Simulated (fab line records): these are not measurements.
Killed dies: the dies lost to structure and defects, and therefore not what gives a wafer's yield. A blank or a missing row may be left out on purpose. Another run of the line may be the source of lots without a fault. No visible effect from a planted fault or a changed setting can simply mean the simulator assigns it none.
3 desks looking at one fault / flow n5-finfet / numbers are kept per desk, each desk with only its own; the story behind them comes last

## DESK OF THE TOOL OWNER: rie-diel-03
The tool's own readings at N5_BEOL_M6_VIA_ETCH_34 (etches SiCOH lowk in C4F6/O2, target depth 126.3 nm, time 50.9 s): means of the sampled wafers that have a number, for each lot that ran on this tool. Any lot whose mean is over 4 standard deviations away from the usual mean is out of limits and marked OUT; that distance is given in the brackets.
Columns: A = drypump-motor-current-A at N5_BEOL_M6_VIA_ETCH_34, usual 6.0 A; B = oes-product-au at N5_BEOL_M6_VIA_ETCH_34, usual 0.78 a.u.; C = rf-vpp-V at N5_BEOL_M6_VIA_ETCH_34, usual 669 V; D = run-length-s at N5_BEOL_M6_VIA_ETCH_34, usual 74.5 s; E = showerhead-plenum-p-Torr at N5_BEOL_M6_VIA_ETCH_34, usual 2.91 Torr; F = throttle-valve-pct at N5_BEOL_M6_VIA_ETCH_34, usual 20.89 %
lot=L769; first seen here=day 11 00:17; A=6.6; B=0.77; C=673; D=74.3; E=2.93; F=20.59
lot=L781; first seen here=day 13 22:33; A=6.6; B=0.77; C=674; D=75.8; E=2.91; F=20.63
lot=L782; first seen here=day 14 06:36; A=6.2; B=0.77; C=666; D=75.8; E=2.85; F=20.82
lot=L783; first seen here=day 14 11:13; A=6.2; B=0.73; C=665; D=75.5; E=2.91; F=20.91
This desk found nothing out of limits on any of the 4 lots.

## THE DEFECT DESK
What the inspections along the route counted, lot by lot: means of the sampled wafers that have a number. Any lot whose mean is over 4 standard deviations away from the usual mean is out of limits and marked OUT; that distance is given in the brackets.
Columns: A = raw-defect-count at N5_BEOL_M6_INSPECT_30, usual 399
lot=L769; first seen here=day 11 00:04; A=432
lot=L770; first seen here=day 11 04:50; A=395
lot=L780; first seen here=day 13 13:03; A=398
lot=L781; first seen here=day 13 22:17; A=429
lot=L782; first seen here=day 14 06:23; A=402
lot=L783; first seen here=day 14 10:58; A=397
lot=L785; first seen here=day 14 18:59; A=416
This desk found nothing out of limits on any of the 7 lots.

## METROLOGY DESK
Lot by lot, what the gauges showed, no matter which tool ran the lot: averages of those sampled wafers that carry a number. Any lot whose mean is over 4 standard deviations away from the usual mean is out of limits and marked OUT; that distance is given in the brackets.
Columns: A = cd-nm at N5_BEOL_M6_CD_MEAS_28, usual 39.98 nm; B = V5_OVL at N5_BEOL_M6_OVL_MEAS_29, usual 0.0 nm
lot=L769; first seen here=day 10 23:58; A=39.68; B=-0.8
lot=L770; first seen here=day 11 04:44; A=39.83; B=0.4
lot=L780; first seen here=day 13 12:58; A=39.85; B=-1.1
lot=L781; first seen here=day 13 22:12; A=40.02; B=1.0
lot=L782; first seen here=day 14 06:18; A=39.99; B=0.2
lot=L783; first seen here=day 14 10:53; A=40.51; B=-0.1
lot=L785; first seen here=day 14 18:54; A=40.04; B=-0.5
This desk found nothing out of limits on any of the 7 lots.

## ALL TOGETHER
Nothing out of limits was seen by the tool owner's desk.
The defect desk saw nothing out of limits.
The metrology desk saw nothing out of limits.

## WHAT WAS PUT IN BY THE SIMULATOR
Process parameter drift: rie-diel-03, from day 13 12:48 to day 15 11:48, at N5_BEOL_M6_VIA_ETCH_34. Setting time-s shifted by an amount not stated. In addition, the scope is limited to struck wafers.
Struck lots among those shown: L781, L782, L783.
